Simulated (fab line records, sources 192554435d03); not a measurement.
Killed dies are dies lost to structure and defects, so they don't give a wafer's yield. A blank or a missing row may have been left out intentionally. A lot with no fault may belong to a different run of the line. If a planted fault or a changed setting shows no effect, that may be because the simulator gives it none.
A single fault, viewed from 2 desks || flow n5Finfet || numbers are kept per desk, each desk with only its own; the story behind them comes last

METROLOGY DESK
What the gauges read, lot by lot, whatever tool the lot ran on: means of the sampled wafers that have a number. A lot is out of limits, marked OUT, if its mean lies more than 4 standard deviations from the usual mean; the brackets give that distance. 7 of its 26 readings are shown: the first one out of limits and those lying furthest out on some lot.
Columns: A = cdNm at N5_BEOL_M6_CD_MEAS_11, usual 38.5 nm; B = cdNm at N5_BEOL_M6_CD_MEAS_18, usual 40.0 nm; C = COMB_M10 at N5_BEOL_M15_RC_MEAS_101, usual 1.6e-11 S/m; D = COMB_M14 at N5_BEOL_M15_RC_MEAS_101, usual 4.3e-12 S/m; E = SERP_M11 at N5_BEOL_M15_RC_MEAS_101, usual 3.07 ohm/um; F = SERP_M6 at N5_BEOL_M15_RC_MEAS_101, usual 13.9 ohm/um; G = SERP_M6_max_site at N5_BEOL_M15_RC_MEAS_101, usual 14.6 ohm/um
{"lot": "L914", "first seen here": "day 9 04:08", "A": 38.0, "B": 39.4, "C": 2.1e-11, "D": 5.0e-12, "E": 2.99, "F": 14.1, "G": 14.6}
{"lot": "L923", "first seen here": "day 11 10:26", "A": "35.1 (-8.6) OUT", "B": "36.2 (-8.1) OUT", "C": 1.3e-11, "D": 3.1e-12, "E": 3.02, "F": "16.8 (+6.8) OUT", "G": "17.6 (+6.0) OUT"}
{"lot": "L922", "first seen here": "day 11 10:57", "A": "35.8 (-6.7) OUT", "B": "37.1 (-6.2) OUT", "C": 1.3e-11, "D": 4.3e-12, "E": 3.12, "F": "15.7 (+4.2) OUT", "G": "16.9 (+4.6) OUT"}
{"lot": "L930", "first seen here": "day 13 09:46", "A": 37.7, "B": 39.1, "C": 9.7e-12, "D": 4.4e-12, "E": 3.10, "F": 14.4, "G": 15.0}
{"lot": "L932", "first seen here": "day 13 14:55", "A": 38.8, "B": 40.1, "C": 1.3e-11, "D": 3.8e-12, "E": 3.12, "F": 13.8, "G": 14.7}
{"lot": "L934", "first seen here": "day 14 10:00", "A": 39.0, "B": 40.1, "C": 1.4e-11, "D": 3.7e-12, "E": 3.11, "F": 14.2, "G": 14.7}
{"lot": "L933", "first seen here": "day 14 17:31", "A": 38.6, "B": 39.9, "C": 2.0e-11, "D": 5.1e-12, "E": 2.95, "F": 14.1, "G": 14.8}
{"lot": "L937", "first seen here": "day 15 00:15", "A": 38.4, "B": 40.2, "C": 1.7e-11, "D": 4.4e-12, "E": 3.07, "F": 13.9, "G": 14.3}
Finding of this desk: L922, L923 out of limits; the first was L923 at day 11 10:26, on cdNm at N5_BEOL_M6_CD_MEAS_11. Within limits: L914, L930, L932, L934, L933, L937.

DESK OF THE TOOL OWNER: arfiScanner-02
The tool's own readings at N5_BEOL_M6_EXPOSE_08 (exposes mask M6): means of the sampled wafers that have a number, for each lot that ran on this tool. A lot is out of limits, marked OUT, if its mean lies more than 4 standard deviations from the usual mean; the brackets give that distance.
Columns: A = exposureDoseMJCm2 at N5_BEOL_M6_EXPOSE_08, usual 68.20; B = reticleTempC at N5_BEOL_M6_EXPOSE_08, usual 23.00 C
{"lot": "L914", "first seen here": "day 9 04:00", "A": 68.27, "B": 22.86}
{"lot": "L923", "first seen here": "day 11 10:19", "A": "63.51 (-80) OUT", "B": 23.15}
{"lot": "L922", "first seen here": "day 11 10:49", "A": "64.47 (-63) OUT", "B": 22.97}
Finding of this desk: L922, L923 out of limits; the first was L923 at day 11 10:19, on exposureDoseMJCm2 at N5_BEOL_M6_EXPOSE_08. Within limits: L914.

PUT TOGETHER
On L922, L923, at day 11 10:19, an alarm was possible from the tool owner's desk.
Metrology desk: alarm possible at day 11 10:26 on L922, L923.
The lots listed all ran N5_BEOL_M6_EXPOSE_08 on arfiScanner-02.

WHAT THE SIMULATOR PUT IN
Process parameter drift: arfiScanner-02, from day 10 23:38 on, at N5_BEOL_M6_EXPOSE_08. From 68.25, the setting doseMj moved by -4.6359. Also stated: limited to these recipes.
Struck lots among those shown: L922, L923.
Delay (hours) between the fault's onset and each desk's first out-of-limits reading: 11 at the tool owner's desk, 11 at the metrology desk.
